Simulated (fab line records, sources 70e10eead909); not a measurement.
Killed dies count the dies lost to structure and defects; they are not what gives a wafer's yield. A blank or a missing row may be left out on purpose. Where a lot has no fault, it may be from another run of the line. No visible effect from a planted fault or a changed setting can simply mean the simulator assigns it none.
fab line records	flow nandHarc
[record] lots = 13	wafers = 35	lastDay = 25
route steps=1159 shown P_GATE@189 P_CONTACT@219 END@1159
lots that met no fault: from a run of the same line without faults
startH: hours from the record's first day to the start of the lot's first wafer shown	waitH: time in hours since the lot's previous step	" same as the row above	L1.1+2: a row that stands for several wafers	- either no value or no given start	* or withheld: withheld	< > ~ a bound
route shown NAME@n: NAME is a module with steps in the file, n the number in the route of the first one	usual: mean and standard deviation over wafers with no fault	same: alike in all rows	chamber/n: place in a boat	sites: per-site readings	_std_site: standard deviation across them	_edge_site: mean of outer sites minus mean of inner sites	radiusMm: for every site, how far away it sits from the centre of the wafer	mask NAME#n: copy n	behind: the last tool/chamber to shape the wafer	hold: why the lot went on hold/how many hours it stayed there/how the hold came to an end	device: the transistor (n, p or np) that didn't switch	end of line: the tests these same wafers got at the end of their route	for a step that has no rows: nothing shown but its recipe	killed: dies that structure and defects cost at the first sort, which is not the same as the wafer's yield	map: shows each die of a wafer: x if killed, . if not, _ if none is there
set.NAME: the setting that was run; set.NAME@STEP: the one run at that earlier step	model.NAME: the simulator's own value behind a step, which no gauge read
route steps across a sampled set of lots; one table per step, one row per wafer
services: a tool's chamber out of use, with start hour (startH, from the record's first day; less than 0 if before it), hours out, and reason
[[steps]]
[step NHARC_P_GATE_STRIP_112]
[recipe] powerW = 1500	tempC = 110	timeS = 200	chemistry = N2/H2
[usual] drypumpMotorCurrentA = 5.8/0.41	heaterPowerW = 88/9.3
lot.wafer	tool	chamber	startH	waitH	drypumpMotorCurrentA	heaterPowerW	rfHoursCounterH
L627.3	plasmaAsher-02	0	104.44	0.2	6.1	81	-
L627.4	"	1	"	"	5.6	93	-
L627.5	"	1	"	"	5.6	90	-
L630.2	plasmaAsher-01	0	114.82	0.2	5.2	75	2
L630.1	"	1	"	"	6.2	98	2
L630.5	"	1	"	"	6.3	100	-
L633.2	plasmaAsher-01	1	139.20	0.2	6.2	103	7
L633.3	"	1	"	"	6.2	100	-
L633.5	"	1	"	"	6.2	103	-
L632.2	plasmaAsher-01	0	140.54	0.2	5.2	75	7
L632.4	"	1	"	"	6.2	101	-
L632.5	"	1	"	"	6.3	100	-
L634.4	plasmaAsher-02	1	149.75	0.3	5.6	93	-
L634.5	"	0	"	"	6.1	83	-
L634.6	"	1	"	"	5.6	94	-
L636.2	plasmaAsher-02	0	156.66	0.2	6.1	78	48
L636.4	"	1	"	"	5.6	91	-
L636.3	"	0	"	"	6.1	82	-
L639.2	plasmaAsher-01	0	180.11	0.2	5.2	77	22
L639.3	"	1	"	"	6.3	100	-
L639.6	"	1	"	"	6.2	102	-
L642.2	plasmaAsher-01	0	192.23	0.2	5.2	78	27
L642.4	"	1	"	"	6.3	103	-
L642.5	"	0	"	"	5.2	76	-
L645.3	plasmaAsher-01	1	212.09	0.2	6.3	101	-
L644.3	plasmaAsher-01	1	212.46	0.3	6.3	101	-
L646.2	plasmaAsher-01	1	220.65	0.2	6.3	101	36
L646.1	"	0	"	"	5.2	76	36
L646.5	"	1	"	"	6.2	103	-
L647.2	plasmaAsher-02	0	220.88	0.2	6.1	83	10
L647.1	"	1	"	"	5.6	92	10
L647.3	"	1	"	"	5.6	87	-
L649.2	plasmaAsher-02	0	238.96	0.2	6.1	81	16
L649.3	"	1	"	"	5.6	90	-
L649.6	"	1	"	"	5.6	90	-
[step NHARC_P_GATE_RTA_80]
[recipe] tempC = 300	timeS = 30
[usual] lampPowerPct = 2.08/0.054	wafer_temp_C_max = 301.8/0.35
lot.wafer	tool	chamber	startH	waitH	lampPowerPct	wafer_temp_C_max
L627.3	rtpAnneal-02	0	108.25	-	2.04	301.4
L627.4	"	0	"	"	2.04	301.7
L627.5	"	0	"	"	2.04	302.6
L630.1	rtpAnneal-01	0	118.59	-	2.16	301.2
L630.2	"	0	"	"	2.16	301.5
L630.5	"	0	"	"	2.15	301.6
L633.2	rtpAnneal-02	0	142.82	-	2.04	301.7
L633.3	"	0	"	"	2.04	301.6
L633.5	"	0	"	"	2.04	302.2
L632.2	rtpAnneal-02	0	144.43	-	2.04	302.1
L632.4	"	0	"	"	2.04	301.2
L632.5	"	0	"	"	2.04	301.4
L634.4	rtpAnneal-02	0	153.53	-	2.04	302.3
L634.5	"	0	"	"	2.04	302.0
L634.6	"	0	"	"	2.04	302.4
L636.2	rtpAnneal-02	0	160.34	-	2.05	301.7
L636.3	"	0	"	"	2.04	301.3
L636.4	"	0	"	"	2.04	301.6
L639.2	rtpAnneal-02	0	183.83	-	2.04	301.9
L639.3	"	0	"	"	2.04	301.5
L639.6	"	0	"	"	2.04	301.7
L642.2	rtpAnneal-02	0	195.83	-	2.05	302.4
L642.4	"	0	"	"	2.04	301.7
L642.5	"	0	"	"	2.05	301.5
L645.3	rtpAnneal-01	0	215.84	-	2.17	301.9
L644.3	rtpAnneal-02	0	216.13	-	2.04	301.4
L646.1	rtpAnneal-02	0	224.34	-	2.04	301.8
L646.2	"	0	"	"	2.04	302.3
L646.5	"	0	"	"	2.04	302.2
L647.1	rtpAnneal-02	0	224.57	-	2.04	302.0
L647.2	"	0	"	"	2.04	301.5
L647.3	"	0	"	"	2.04	302.0
L649.2	rtpAnneal-01	0	242.57	-	2.16	301.9
L649.3	"	0	"	"	2.16	302.1
L649.6	"	0	"	"	2.16	302.4
[step NHARC_P_CONTACT_CMP_01]
[recipe] targetThkNm = 200	material = SiO2
[usual] motorCurrentA = 11.7/0.91	retainingRingPressureFrac = 1.000/0.0051
lot.wafer	tool	chamber	startH	waitH	motorCurrentA	retainingRingPressureFrac
L627.4	cmp-02	0	109.66	-	10.1	0.997
L627.3	"	2	"	"	13.4	1.005
L627.5	"	0	"	"	9.8	1.000
L630.1	cmp-01	1	120.15	-	11.0	1.002
L630.2	"	0	"	"	11.9	0.993
L630.5	"	1	"	"	11.5	1.003
L633.2	cmp-01	2	144.27	-	11.7	0.999
L633.3	"	0	"	"	11.5	0.999
L633.5	"	1	"	"	10.4	1.002
L632.4	cmp-01	0	146.03	-	12.0	1.008
L632.2	"	2	"	"	11.2	1.002
L632.5	"	0	"	"	11.8	0.999
L634.4	cmp-01	3	154.94	-	11.8	1.004
L634.6	"	2	"	"	11.4	1.004
L634.5	"	3	"	"	11.8	0.996
L636.4	cmp-03	1	161.76	-	12.4	0.999
L636.3	"	3	"	"	10.9	1.001
L636.2	"	0	"	"	11.6	0.995
L639.3	cmp-01	3	185.34	-	12.2	1.006
L639.2	"	0	"	"	11.6	0.993
L639.6	"	3	"	"	11.9	0.992
L642.2	cmp-01	0	197.26	-	11.7	0.994
L642.4	"	2	"	"	12.5	1.002
L642.5	"	3	"	"	11.4	1.000
L645.3	cmp-01	1	217.25	-	11.2	1.005
L644.3	cmp-02	0	217.57	-	9.9	1.007
L646.2	cmp-02	2	225.81	-	12.8	1.000
L646.1	"	0	"	"	9.9	1.000
L646.5	"	1	"	"	12.4	0.998
L647.2	cmp-01	3	226.02	-	11.8	1.001
L647.1	"	0	"	"	11.6	0.992
L647.3	"	2	"	"	12.0	1.000
L649.2	cmp-02	3	244.02	-	11.1	1.004
L649.3	"	0	"	"	10.0	0.995
L649.6	"	3	"	"	11.4	1.007
[step NHARC_P_CONTACT_PEB_10]
[recipe] pebTempC = 100	pebTimeS = 65
[usual] heaterPowerTotalW = 156.6/0.4
lot.wafer	tool	chamber	startH	waitH	heaterPowerTotalW
L627.3	lithoTrack-01	0	110.38	0.0	156.1
L627.4	"	0	"	"	156.8
L627.5	"	0	"	"	156.6
L630.1	lithoTrack-04	0	120.91	0.1	157.1
L630.2	"	0	"	"	156.7
L630.5	"	0	"	"	156.4
L633.2	lithoTrack-06	0	144.99	0.1	157.1
L633.3	"	0	"	"	156.8
L633.5	"	0	"	"	157.2
L632.2	lithoTrack-06	0	146.75	0.1	157.1
L632.4	"	0	"	"	156.1
L632.5	"	0	"	"	156.7
L634.4	lithoTrack-06	0	155.54	0.0	156.8
L634.5	"	0	"	"	156.2
L634.6	"	0	"	"	156.2
L636.2	lithoTrack-06	0	162.51	0.1	156.5
L636.3	"	0	"	"	156.4
L636.4	"	0	"	"	156.6
L639.2	lithoTrack-06	0	185.94	0.1	157.0
L639.3	"	0	"	"	156.6
L639.6	"	0	"	"	157.2
L642.2	lithoTrack-06	0	197.99	0.1	156.4
L642.4	"	0	"	"	156.8
L642.5	"	0	"	"	156.7
L645.3	lithoTrack-06	0	218.01	0.0	179.8
L644.3	lithoTrack-06	0	218.14	0.1	178.9
L646.1	lithoTrack-01	0	226.41	0.1	157.1
L646.2	"	0	"	"	156.6
L646.5	"	0	"	"	157.0
L647.1	lithoTrack-01	0	226.80	0.1	156.1
L647.2	"	0	"	"	156.2
L647.3	"	0	"	"	156.6
L649.2	lithoTrack-01	0	244.76	0.1	156.3
L649.3	"	0	"	"	156.4
L649.6	"	0	"	"	156.3
[step NHARC_P_CONTACT_CD_MEAS_12]
[recipe] targetCdNm = 90	landingEnergyEv = 500
[usual] cdNm = 89.7/0.7
lot.wafer	tool	chamber	startH	waitH	hold	cdNm
L627.3	cdSem-03	0	110.47	-	-	89.1
L627.4	"	0	"	"	-	88.8
L627.5	"	0	"	"	-	89.5
L630.1	cdSem-02	0	120.99	-	-	89.0
L630.2	"	0	"	"	-	89.6
L630.5	"	0	"	"	-	89.2
L633.2	cdSem-02	0	145.07	-	-	89.5
L633.3	"	0	"	"	-	89.5
L633.5	"	0	"	"	-	90.1
L632.2	cdSem-01	0	146.84	-	-	90.2
L632.4	"	0	"	"	-	91.3
L632.5	"	0	"	"	-	91.0
L634.4	cdSem-02	0	155.63	-	-	89.7
L634.5	"	0	"	"	-	89.6
L634.6	"	0	"	"	-	89.4
L636.2	cdSem-01	0	162.59	-	-	89.7
L636.3	"	0	"	"	-	89.3
L636.4	"	0	"	"	-	90.6
L639.2	cdSem-01	0	186.02	-	-	89.3
L639.3	"	0	"	"	-	90.9
L639.6	"	0	"	"	-	89.6
L642.2	cdSem-02	0	198.08	-	-	90.2
L642.4	"	0	"	"	-	90.2
L642.5	"	0	"	"	-	90.8
L645.3	cdSem-02	0	218.09	-	awaitDispo/0.2h/release	80.3
L645.3	cdSem-02	0	-	-	-	79.9
L644.3	cdSem-03	0	218.23	-	awaitDispo/0.2h/release	81.0
L644.3	cdSem-03	0	-	-	-	81.1
L646.1	cdSem-01	0	226.50	-	-	89.5
L646.2	"	0	"	"	-	88.7
L646.5	"	0	"	"	-	89.4
L647.1	cdSem-02	0	226.88	-	-	88.3
L647.2	"	0	"	"	-	88.7
L647.3	"	0	"	"	-	89.1
L649.2	cdSem-01	0	244.84	-	-	89.0
L649.3	"	0	"	"	-	88.9
L649.6	"	0	"	"	-	89.4
[step NHARC_P_CONTACT_CD_MEAS_19]
[usual] cdNm = 89.0/1.9
lot.wafer	tool	chamber	startH	waitH	hold	cdNm
L627.3	cdSem-02	-	111.52	-	-	89.1
L627.4	"	-	"	"	-	87.7
L627.5	"	-	"	"	-	90.4
L630.1	cdSem-02	-	122.45	-	-	90.1
L630.2	"	-	"	"	-	91.7
L630.5	"	-	"	"	-	87.0
L633.2	cdSem-01	-	146.14	-	-	88.9
L633.3	"	-	"	"	-	90.4
L633.5	"	-	"	"	-	90.5
L632.2	cdSem-03	-	147.89	-	-	88.0
L632.4	"	-	"	"	-	93.2
L632.5	"	-	"	"	-	93.2
L634.4	cdSem-01	-	156.83	-	-	88.0
L634.5	"	-	"	"	-	89.5
L634.6	"	-	"	"	-	88.3
L636.2	cdSem-03	-	163.89	-	-	88.2
L636.3	"	-	"	"	-	87.8
L636.4	"	-	"	"	-	90.7
L639.2	cdSem-03	-	187.11	-	-	86.2
L639.3	"	-	"	"	-	87.9
L639.6	"	-	"	"	-	86.3
L642.2	cdSem-02	-	199.15	-	-	89.2
L642.4	"	-	"	"	-	90.0
L642.5	"	-	"	"	-	92.4
L644.3	cdSem-02	-	221.10	-	awaitDispo/0.2h/release	81.4
L644.3	cdSem-02	-	221.29	0.2	-	81.1
L645.3	cdSem-01	-	222.90	-	awaitDispo/0.2h/release	77.3
L645.3	cdSem-01	-	223.09	0.2	-	77.3
L646.1	cdSem-03	-	227.58	-	-	86.3
L646.2	"	-	"	"	-	90.4
L646.5	"	-	"	"	-	88.3
L647.1	cdSem-02	-	227.94	-	-	89.0
L647.2	"	-	"	"	-	88.0
L647.3	"	-	"	"	-	89.8
L649.2	cdSem-03	-	248.69	-	-	90.2
L649.3	"	-	"	"	-	87.3
L649.6	"	-	"	"	-	90.8
[step NHARC_END_SORT_01]
[recipe] tempC = 25
[usual] killedAtArray = 27/11	killedAtOther = 0.6/1	killedAtPeriphery = 3.0/2.1	killedDies = 31/12	killedOpen = 3.2/1.7	killedShort = 1.7/1.4
[same] grossDies = 677
lot.wafer	tool	chamber	startH	waitH	hold	killedAtArray	killedAtOther	killedAtPeriphery	killedDies	killedOpen	killedShort
L630.1	prober-02	0	460.79	2.5	-	18	0	2	20	3	2
L630.2	prober-02	0	461.59	2.8	-	15	0	1	16	2	1
L630.5	prober-02	0	463.99	3.7	-	18	0	2	20	7	1
L634.4	prober-01	0	492.50	3.4	-	28	1	2	31	3	2
L634.5	prober-01	0	493.32	3.8	-	24	0	4	28	4	1
L634.6	prober-01	0	494.13	4.1	-	14	1	3	18	3	0
L632.2	prober-02	0	497.71	2.8	-	30	1	1	32	3	2
L632.4	prober-02	0	499.29	3.4	-	31	0	4	35	4	2
L632.5	prober-02	0	500.08	3.7	-	22	1	2	25	3	4
L642.2	prober-02	0	522.45	2.8	-	34	0	5	39	2	1
L642.4	prober-02	0	524.06	3.4	-	28	1	7	36	5	1
L642.5	prober-02	0	524.86	3.7	-	27	0	1	28	4	0
L644.3	prober-02	0	582.70	3.1	-	19	2	12	33	2	3
L645.3	prober-01	0	590.30	3.1	awaitDispo/2.6h/release	57	0	11	68	5	3
// killed by level:class
L630.1 A_SLIT:chamberFilmFlake=6 A_CHANNEL_HOLE_D1:chamberFilmFlake=4 A_STAIRCASE:chamberFilmFlake=3 A_CHANNEL_FILL_D1:geometricParticle:short=2 P_M0:geometricParticle:open=1 A_SGD_CUT:geometricParticle:open=1 A_WL_FILL:geometricParticle:open=1 P_GATE:chamberFilmFlake=1
L630.2 A_SLIT:chamberFilmFlake=7 A_CHANNEL_HOLE_D1:chamberFilmFlake=3 P_M0:geometricParticle:short=1 A_CHANNEL_FILL_D1:geometricParticle:open=1 A_BLC:geometricParticle:open=1 A_CHANNEL_FILL_D1:chamberFilmFlake=1 A_CONTACT:chamberFilmFlake=1 A_BONDPAD:chamberFilmFlake=1
L630.5 A_SLIT:chamberFilmFlake=10 A_CONTACT:geometricParticle:open=2 A_CHANNEL_HOLE_D1:chamberFilmFlake=2 P_M0:geometricParticle:short=1 P_M1:geometricParticle:open=1 A_SOURCE_PLATE:geometricParticle:open=1 A_ONON_D1:geometricParticle:open=1 A_CHANNEL_FILL_D1:geometricParticle:open=1
L634.4 A_CHANNEL_HOLE_D1:chamberFilmFlake=15 A_STAIRCASE:chamberFilmFlake=4 A_ZERO_WELL:chamberFilmFlake=2 A_WL_FILL:chamberFilmFlake=2 P_M2:geometricParticle:open=1 A_ONON_D1:geometricParticle:open=1 A_WL_FILL:geometricParticle:short=1 A_CONTACT:geometricParticle:open=1
L634.5 A_CHANNEL_HOLE_D1:chamberFilmFlake=15 A_WL_FILL:chamberFilmFlake=3 P_M0:geometricParticle:open=2 A_ZERO_WELL:chamberFilmFlake=2 P_M1:geometricParticle:open=1 A_SLIT:geometricParticle:short=1 A_M1:geometricParticle:open=1 P_STI:chamberFilmFlake=1
L634.6 A_CHANNEL_HOLE_D1:chamberFilmFlake=9 P_GATE:chamberFilmFlake=2 A_CONTACT:chamberFilmFlake=2 P_GATE:geometricParticle:open=1 A_CHANNEL_FILL_D1:geometricParticle:open=1 A_M0:geometricParticle:open=1 A_SLIT:chamberFilmFlake=1 THIN_TSV:chamberFilmFlake=1
L632.2 A_CHANNEL_HOLE_D1:chamberFilmFlake=15 A_SLIT:chamberFilmFlake=7 A_CONTACT:chamberFilmFlake=3 A_WL_FILL:geometricParticle:open=2 P_CONTACT:geometricParticle:short=1 A_CHANNEL_FILL_D1:geometricParticle:open=1 A_M0:geometricParticle:short=1 A_SGD_CUT:chamberFilmFlake=1
L632.4 A_SLIT:chamberFilmFlake=15 A_CHANNEL_HOLE_D1:chamberFilmFlake=9 A_STAIRCASE:chamberFilmFlake=3 P_GATE:geometricParticle:open=1 P_CONTACT:geometricParticle:open=1 P_M1:geometricParticle:open=1 A_ONON_D1:geometricParticle:open=1 A_WL_FILL:geometricParticle:short=1
L632.5 A_CHANNEL_HOLE_D1:chamberFilmFlake=10 A_STAIRCASE:chamberFilmFlake=3 A_ONON_D1:geometricParticle:open=2 A_SLIT:chamberFilmFlake=2 A_CONTACT:chamberFilmFlake=2 P_CONTACT:geometricParticle:short=1 P_M0:geometricParticle:open=1 A_SOURCE_PLATE:geometricParticle:short=1
L642.2 A_SLIT:chamberFilmFlake=17 A_CHANNEL_HOLE_D1:chamberFilmFlake=7 A_STAIRCASE:chamberFilmFlake=5 A_CONTACT:chamberFilmFlake=4 P_STI:chamberFilmFlake=2 P_M0:geometricParticle:open=1 P_M2:geometricParticle:short=1 A_CONTACT:geometricParticle:open=1
L642.4 A_SLIT:chamberFilmFlake=15 A_CHANNEL_HOLE_D1:chamberFilmFlake=7 P_STI:chamberFilmFlake=4 P_M1:geometricParticle:open=2 A_CONTACT:chamberFilmFlake=2 P_CONTACT:geometricParticle:open=1 A_CHANNEL_HOLE_D1:geometricParticle:open=1 A_WL_FILL:geometricParticle:short=1
L642.5 A_SLIT:chamberFilmFlake=14 A_STAIRCASE:chamberFilmFlake=4 A_CHANNEL_HOLE_D1:chamberFilmFlake=3 A_CONTACT:geometricParticle:open=2 A_CONTACT:chamberFilmFlake=2 A_CHANNEL_FILL_D1:geometricParticle:open=1 A_M1:geometricParticle:open=1 P_STI:chamberFilmFlake=1
L644.3 P_CONTACT:areaPeb=7 A_CHANNEL_HOLE_D1:chamberFilmFlake=6 A_CONTACT:chamberFilmFlake=6 P_STI:chamberFilmFlake=3 A_WL_FILL:chamberFilmFlake=2 THIN_TSV:chamberFilmFlake=2 P_ZERO_WELL:geometricParticle:open=1 A_ONON_D1:geometricParticle:short=1
L645.3 A_SLIT:chamberFilmFlake=23 A_CHANNEL_HOLE_D1:chamberFilmFlake=18 P_CONTACT:areaPeb=10 A_CONTACT:chamberFilmFlake=4 A_CONTACT:geometricParticle:open=2 A_M0:geometricParticle:open=2 A_SOURCE_PLATE:geometricParticle:short=1 A_SGD_CUT:geometricParticle:short=1
[[services]]
tool	chamber	startH	hours	kind
cmp-01	-	81.50	4.0	pm
cmp-01	-	85.50	-	consumableReplace:conditioner
cmp-01	-	85.50	-	consumableReplace:pad
lithoTrack-01	-	93.00	7.0	pm
cmp-03	-	94.70	1.3	repair
plasmaAsher-01	-	100.99	9.0	pm
plasmaAsher-01	0	100.99	9.0	ventCycle
lithoTrack-06	-	117.00	7.0	pm
cmp-03	-	123.82	1.4	repair
cmp-02	-	128.06	1.1	repair
cmp-02	-	129.18	4.0	pm
lithoTrack-04	-	141.00	7.0	pm
cmp-03	-	156.70	4.0	pm
plasmaAsher-02	-	172.30	1.2	repair
cmp-01	-	174.60	0.8	repair
cmp-03	-	178.03	0.5	repair
cmp-01	-	179.50	4.0	pm
plasmaAsher-02	-	183.00	9.0	pm
cmp-01	-	183.50	-	consumableReplace:conditioner
cmp-01	-	183.50	-	consumableReplace:pad
cmp-01	-	183.92	0.8	repair
cmp-03	-	201.07	2.7	repair
cmp-02	-	227.18	4.0	pm
cmp-03	-	239.32	1.1	repair
[[key]]
[firstSign] step = NHARC_P_CONTACT_PEB_10	reading = heaterPowerTotalW	direction = up	sigmas = 57	usual = *	struck = *
[effect] step = NHARC_P_CONTACT_CD_MEAS_12	reading = visit	direction = added
[effect] step = NHARC_P_CONTACT_CD_MEAS_12	reading = cdNm	direction = down	sigmas = 13	usual = 89.7	struck = 80.7
[effect] step = NHARC_P_CONTACT_CD_MEAS_19	reading = visit	direction = added
[effect] step = NHARC_P_CONTACT_CD_MEAS_19	reading = cdNm	direction = down	sigmas = 5.1	usual = 89.0	struck = 79.3
[effect] step = NHARC_END_SORT_01	reading = killedAtPeriphery	direction = up	sigmas = 4	usual = 3.0	struck = 11.5
metAt NHARC_P_CONTACT_PEB_10
struckLots L644,L645
struckWafers L644.3,L645.3
testerLeftOut L644,L645
notActingAt NHARC_P_GATE_STRIP_112,NHARC_P_GATE_RTA_80,NHARC_P_CONTACT_CMP_01
onsetBetween 197.99 218.01
[fault] kind = processParameterDrift	tool = lithoTrack-06	chamber = -	onsetH = 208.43	steps = NHARC_P_CONTACT_PEB_10	channel = pebTimeS	offset = *	shape = step	endH = 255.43	scope = struckWafersOnly	actsIn = *	stated = *
// testerLeftOut: of these lots the tester's yield and bins aren't shown, on N5 and GAA mostly nor the transistor test; their killed dies are dies lost to structure and defects alone, not to doping, threshold or leakage, so they don't give the yield
